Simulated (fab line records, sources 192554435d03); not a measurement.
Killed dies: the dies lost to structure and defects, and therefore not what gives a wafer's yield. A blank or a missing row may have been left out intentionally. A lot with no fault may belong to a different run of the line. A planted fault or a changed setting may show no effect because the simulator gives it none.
2 desks looking at one fault	flow n5_finfet	numbers are kept per desk, each desk with only its own; the story behind them comes last

## THE METROLOGY DESK
Lot by lot, what the gauges showed, no matter which tool ran the lot: averages of those sampled wafers that carry a number. A lot is out of limits, marked OUT, if its mean lies more than 4 standard deviations from the usual mean; the brackets give that distance. It has 10 readings; the 7 that lie furthest out on some lot are the ones shown.
Columns: A = DIBL_N at N5_BEOL_M4_RC_MEAS_101, usual 36.2 mV/V; B = DIBL_P at N5_BEOL_M4_RC_MEAS_101, usual 36.2 mV/V; C = IOFF_N at N5_BEOL_M4_RC_MEAS_101, usual 0.155 nA/um; D = IOFF_P at N5_BEOL_M4_RC_MEAS_101, usual 0.216 nA/um; E = ION_N at N5_BEOL_M4_RC_MEAS_101, usual 674 uA/um; F = VT_N at N5_BEOL_M4_RC_MEAS_101, usual 250.2 mV; G = VT_P at N5_BEOL_M4_RC_MEAS_101, usual -249.3 mV
lot	first seen here	A	B	C	D	E	F	G
L443	day 8 10:31	34.8	34.0	0.122	0.173	662	251.8	-253.2
L442	day 8 10:38	35.3	35.3	0.157	0.218	669	248.8	-248.9
L444	day 8 23:38	38.0	35.1	0.149	0.216	657	252.0	-248.9
L447	day 9 10:37	37.2	37.4	0.177	0.259	676	247.8	-246.8
L448	day 9 18:01	36.3	38.0	0.153	0.219	671	254.0	-252.4
L457	day 12 07:09	36.0	36.4	0.163	0.236	678	249.0	-247.0
L458	day 12 11:24	34.2	33.4	0.124	0.187	656	253.1	-250.6
L460	day 12 22:53	38.3	37.4	0.161	0.224	680	250.2	-248.3
L461	day 13 15:43	38.1	36.8	0.162	0.238	669	249.8	-248.3
Result from this desk: across the 9 lots, nothing is out of limits.

## TOOL OWNER'S DESK, litho_track-03
The tool's own readings at N5_SD_EPI_N_COAT_03 (resist thk 150 nm): means of the sampled wafers that have a number, for each lot that ran on this tool. A lot is out of limits, marked OUT, if its mean lies more than 4 standard deviations from the usual mean; the brackets give that distance.
Columns: A = spin_speed_rpm at N5_SD_EPI_N_COAT_03, usual 1499.9 rpm
lot	first seen here	A
L442	day 3 13:17	1499.7
L444	day 3 23:55	1500.1
L447	day 4 18:29	1759.0 (+99 or more) OUT
L448	day 5 03:19	1758.4 (+99 or more) OUT
L461	day 8 05:53	1499.7
This desk's finding: out of limits on L447, L448; first on L447, day 4 18:29 (spin_speed_rpm at N5_SD_EPI_N_COAT_03). Within limits: L442, L444, L461.

## PUT TOGETHER
At day 4 18:29, on L447, L448, the tool owner's desk was in a position to raise an alarm.
At the metrology desk, nothing out of limits was observed.
The metrology desk holds a record of L447, L448, inside its limits.
The lots listed all ran N5_SD_EPI_N_COAT_03 on litho_track-03.

## WHAT HAD BEEN PUT IN BY THE SIMULATOR
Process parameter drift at N5_SD_EPI_N_COAT_03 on litho_track-03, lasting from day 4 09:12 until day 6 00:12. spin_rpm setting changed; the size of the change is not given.
Lots struck among those shown: L447, L448.
Each desk's first reading out of limits, in hours after the fault started: the tool owner's desk, 9.
